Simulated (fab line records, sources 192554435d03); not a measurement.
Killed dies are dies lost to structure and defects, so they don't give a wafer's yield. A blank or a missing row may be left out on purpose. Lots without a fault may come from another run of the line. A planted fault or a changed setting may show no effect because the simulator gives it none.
fab line records | flow n5_finfet | part 2 of 2: steps 23 to 29 of 29
record lots=5 wafers=15 last_day=17
route steps=1938 shown BEOL_M12@1615
lots that met no fault: from a run of the same line without faults
start_h: hours from the record's first day to the start of the lot's first wafer shown | wait_h: hours since the lot's step before | " the same as in the row above | L1.1+2: a row that stands for several wafers | - no value, or no start given | * or withheld: withheld | < > ~ a bound
route shown NAME@n: a module of which the file shows steps, and the number in the route of the first | usual: mean/standard deviation of fault-free wafers | same: alike in all rows | chamber/n: place in a boat | sites: the reading at each site | _std_site: their standard deviation | _edge_site: outer sites' mean less inner sites' | radius_mm: how far each site lies from the wafer's centre | mask NAME#n: copy n | behind: the tool/chamber that last shaped the wafer | hold: why the lot was held/for how many hours/how that ended | device: the transistor (n, p or np) that didn't switch | end of line: the same wafers' tests at the end of the route | a step without rows: its recipe alone | killed: dies lost to structure and defects at the first sort, not the wafer's yield | map: a wafer's dies, x killed, . not, _ none there
set.NAME: the setting as run; set.NAME@STEP: as run at that earlier step | model.NAME: the simulator's own value behind a step, which no gauge read
lots at some steps of the route; a table a step, a row a wafer
services: from which hour (start_h, from the record's first day; less than 0 if before it) a tool's chamber was out of use, for how many hours, and why
## steps
# step N5_BEOL_M12_ETCH_68
# recipe chemistry=N2/H2 target=SOC mask_material=SiARC source_w=3000 bias_w=350 temp_c=40 time_s=285 ion_energy_ev=200 pressure_mtorr=30 n2_flow_sccm=200 h2_flow_sccm=200
# usual drypump_motor_current_A=5.8/0.5 n2_flow_sccm=200.1/0.6 oes_product_au=0.79/0.044 rf_vpp_V=524.0/2.4 showerhead_plenum_p_Torr=2.54/0.087 throttle_valve_pct=17.91/0.27
# columns lot.wafer tool chamber start_h wait_h drypump_motor_current_A n2_flow_sccm oes_product_au rf_hours_counter_h rf_vpp_V showerhead_plenum_p_Torr throttle_valve_pct
L076.1 rie_diel-06 1 245.52 0.1 5.7 200.9 0.86 76 524.3 2.57 17.75
L076.2 " 2 " " 5.1 199.5 0.70 188 520.5 2.42 17.91
L076.5 " 2 " " 5.1 199.9 0.71 - 520.5 2.43 17.93
L080.3 rie_diel-06 2 273.28 0.1 5.1 201.0 0.69 196 519.9 2.42 17.95
L080.5 " 3 " " 6.8 200.1 0.83 - 528.2 2.68 17.79
L080.6 " 2 " " 5.1 201.7 0.70 - 520.7 2.42 17.93
L088.1 rie_diel-03 1 319.80 0.1 6.6 198.8 0.74 160 525.2 2.55 18.37
L088.2 " 2 " " 5.7 199.9 0.73 206 521.9 2.42 17.81
L088.5 " 3 " " 5.3 199.5 0.80 - 527.5 2.68 18.10
L090.1 rie_diel-06 0 337.76 0.1 6.4 199.5 0.80 102 528.0 2.66 17.36
L090.2 " 3 " " 6.8 200.0 0.81 98 526.5 2.67 17.84
L090.6 " 1 " " 5.7 200.2 0.80 - 525.4 2.55 17.80
L094.1 rie_diel-01 1 361.71 0.1 6.0 201.4 0.79 139 521.1 2.43 18.16
L094.3 " 3 " " 5.5 200.4 0.74 161 523.8 2.53 18.25
L094.6 " 2 " " 6.3 199.0 0.79 - 524.3 2.57 18.05
# step N5_BEOL_M12_STRIP_69
# recipe chemistry=N2/H2 temp_c=40 n2_flow_sccm=200 h2_flow_sccm=200 rf_frequency_hz=6e+07
# columns lot.wafer tool chamber start_h wait_h
L076.1+2+5 rie_diel-06 1,2,2 245.69 0.1
L080.3+5+6 rie_diel-06 2,3,2 273.45 0.1
L088.1+2+5 rie_diel-03 1,2,3 319.98 0.1
L090.1+2+6 rie_diel-06 0,3,1 337.93 0.1
L094.1+3+6 rie_diel-01 1,3,2 361.88 0.1
# step N5_BEOL_M12_TRENCH_ETCH_34
# recipe chemistry=C4F8/O2/Ar target=SiOC target_depth_a=3189.5 mask_material=SOC pressure_mtorr=30 source_w=3000 bias_w=700 Ar_flow_sccm=400 C4F8_flow_sccm=15 O2_flow_sccm=8 he_inner_torr=15 he_outer_torr=30 time_s=125.5 ion_energy_ev=250
# usual drypump_motor_current_A=5.8/0.5 oes_product_au=0.79/0.044 rf_vpp_V=666/3 showerhead_plenum_p_Torr=3.43/0.11 throttle_valve_pct=24.37/0.24
# columns lot.wafer tool chamber start_h wait_h drypump_motor_current_A oes_product_au rf_hours_counter_h rf_vpp_V showerhead_plenum_p_Torr throttle_valve_pct
L076.1 rie_diel-06 1 245.70 0.0 5.7 0.85 77 667 3.47 24.26
L076.2 " 2 " " 5.1 0.70 188 661 3.25 24.27
L076.5 " 2 " " 5.1 0.71 - 661 3.25 24.29
L080.3 rie_diel-06 2 273.46 0.0 5.1 0.70 196 662 3.25 24.26
L080.5 " 3 " " 6.7 0.84 - 670 3.58 24.17
L080.6 " 2 " " 5.1 0.70 - 661 3.24 24.28
L088.1 rie_diel-03 1 319.99 0.0 6.6 0.74 160 665 3.41 24.68
L088.2 " 2 " " 5.8 0.74 206 662 3.29 24.39
L088.5 " 3 " " 5.3 0.81 - 669 3.60 24.49
L090.1 rie_diel-06 0 337.94 0.0 6.4 0.79 103 670 3.59 23.88
L090.2 " 3 " " 6.8 0.81 98 671 3.56 24.19
L090.6 " 1 " " 5.7 0.81 - 666 3.45 24.31
L094.1 rie_diel-01 1 361.89 0.0 6.0 0.79 139 662 3.31 24.78
L094.3 " 3 " " 5.5 0.74 161 666 3.41 24.59
L094.6 " 2 " " 6.3 0.79 - 665 3.44 24.43
# step N5_BEOL_M12_STRIP_70
# recipe chemistry=C4F8/O2/Ar resist=SiARC rf_frequency_hz=6e+07
# columns lot.wafer tool chamber start_h wait_h
L076.1+2+5 rie_diel-06 1,2,2 245.82 0.1
L080.3+5+6 rie_diel-06 2,3,2 273.58 0.1
L088.1+2+5 rie_diel-03 1,2,3 320.10 0.1
L090.1+2+6 rie_diel-06 0,3,1 338.06 0.1
L094.1+3+6 rie_diel-01 1,3,2 362.00 0.1
# step N5_BEOL_M12_OCD_MEAS_35
# usual trench_depth_nm=317/3.5
# columns lot.wafer tool chamber start_h wait_h trench_depth_nm
L076.1 ocd-01 - 245.86 0.0 319
L076.2 " - " " 313
L076.5 " - " " 315
L080.3 ocd-01 - 273.62 0.0 313
L080.5 " - " " 322
L080.6 " - " " 312
L088.1 ocd-02 - 320.14 0.0 315
L088.2 " - " " 318
L088.5 " - " " 321
L090.1 ocd-02 - 338.10 0.0 322
L090.2 " - " " 319
L090.6 " - " " 316
L094.1 ocd-01 - 362.04 0.0 320
L094.3 " - " " 318
L094.6 " - " " 319
# step N5_BEOL_M12_STRIP_37
# recipe chemistry=N2/H2 power_w=1000 temp_c=250 h2_frac=0.65 overash_fraction=0.3 pressure_mtorr=withheld n2_flow_sccm=1750 h2_flow_sccm=3250
# usual drypump_motor_current_A=5.19/0.28 heater_power_w=323/36 n2_flow_sccm=1750/5.6 oes_product_au=0.790/0.011
# columns lot.wafer tool chamber start_h wait_h drypump_motor_current_A heater_power_w n2_flow_sccm oes_product_au rf_hours_counter_h
L076.1 plasma_asher-02 0 246.08 0.2 5.30 347 1754 0.799 120
L076.2 " 1 " " 4.88 272 1747 0.776 120
L076.5 " 0 " " 5.33 352 1752 0.778 -
L080.3 plasma_asher-02 0 273.68 0.1 5.27 351 1754 0.787 -
L080.5 " 1 " " 4.87 277 1762 0.804 -
L080.6 " 0 " " 5.28 358 1749 0.769 -
L088.1 plasma_asher-02 1 320.18 0.0 4.87 279 1740 0.797 138
L088.2 " 0 " " 5.32 351 1748 0.776 138
L088.5 " 1 " " 4.88 265 1740 0.786 -
L090.1 plasma_asher-01 1 338.26 0.2 5.00 297 1761 0.794 88
L090.2 " 0 " " 5.62 363 1750 0.774 88
L090.6 " 1 " " 5.03 306 1759 0.794 -
L094.1 plasma_asher-02 1 362.09 0.0 4.88 272 1756 0.789 141
L094.3 " 1 " " 4.86 277 1759 0.799 -
L094.6 " 1 " " 4.87 274 1753 0.777 -
# step N5_BEOL_M12_ETCH_38
# recipe chemistry=CF4/N2 target=SiCN target_depth_a=687 taper_deg=2 time_s=73.4 ion_energy_ev=150 mask_material=SiO2 pressure_mtorr=40 source_w=430 bias_w=70 Ar_flow_sccm=100 cf4_flow_sccm=60 n2_flow_sccm=60
# usual drypump_motor_current_A=5.8/0.53 n2_flow_sccm=60.00/0.15 oes_product_au=0.78/0.046 rf_vpp_V=382.4/1.9 showerhead_plenum_p_Torr=2.21/0.073 throttle_valve_pct=15.55/0.2
# columns lot.wafer tool chamber start_h wait_h drypump_motor_current_A n2_flow_sccm oes_product_au rf_hours_counter_h rf_vpp_V showerhead_plenum_p_Torr throttle_valve_pct
L076.1 rie_diel-01 0 250.16 - 5.3 59.81 0.80 109 382.9 2.23 15.25
L076.2 " 3 " " 5.5 60.02 0.77 121 382.2 2.22 15.67
L076.5 " 1 " " 6.0 59.96 0.83 - 380.8 2.13 15.77
L080.3 rie_diel-06 3 275.23 - 6.8 60.36 0.85 75 384.7 2.32 15.39
L080.5 " 2 " " 5.1 60.09 0.70 - 380.1 2.10 15.64
L080.6 " 3 " " 6.8 60.16 0.84 - 385.5 2.32 15.38
L088.1 rie_diel-06 2 321.84 - 5.1 59.77 0.69 214 379.9 2.09 15.68
L088.2 " 3 " " 6.8 60.07 0.82 91 385.8 2.31 15.42
L088.5 " 0 " " 6.4 60.18 0.80 - 384.0 2.32 15.13
L090.1 rie_diel-06 3 338.68 - 6.8 60.08 0.81 98 386.2 2.31 15.45
L090.2 " 2 " " 5.1 60.09 0.69 222 380.9 2.09 15.69
L090.6 " 2 " " 5.1 60.09 0.68 - 379.0 2.09 15.71
L094.1 rie_diel-01 3 362.35 - 5.5 60.10 0.74 161 381.3 2.20 15.74
L094.3 " 2 " " 6.3 59.94 0.78 102 381.9 2.23 15.63
L094.6 " 0 " " 5.2 59.83 0.77 - 382.1 2.22 15.32
## services
# columns tool chamber start_h hours kind
plasma_asher-01 - 223.36 41.9 repair
krf_scanner-01 - 229.69 3.6 pm
krf_scanner-01 0 239.22 - calibration
krf_scanner-02 - 249.91 0.3 repair
krf_scanner-02 0 250.31 - calibration
krf_scanner-01 - 274.81 1.3 pm
rie_diel-03 1 275.76 6.8 repair
krf_scanner-02 - 294.96 0.8 pm
krf_scanner-02 - 295.96 1.0 pm
wet_bench-01 - 299.61 1.3 repair
plasma_asher-02 - 301.81 0.7 repair
wet_bench-04 - 311.40 3.2 repair
rie_diel-06 - 314.19 0.5 repair
rie_diel-03 3 322.30 12.5 repair
plasma_asher-02 - 323.99 28.1 pm
litho_track-01 - 328.87 - consumable_replace:filter
rie_diel-03 - 329.47 4.0 pm
krf_scanner-01 - 349.13 0.8 pm
krf_scanner-02 - 351.74 1.3 pm
krf_scanner-01 - 354.88 0.5 repair
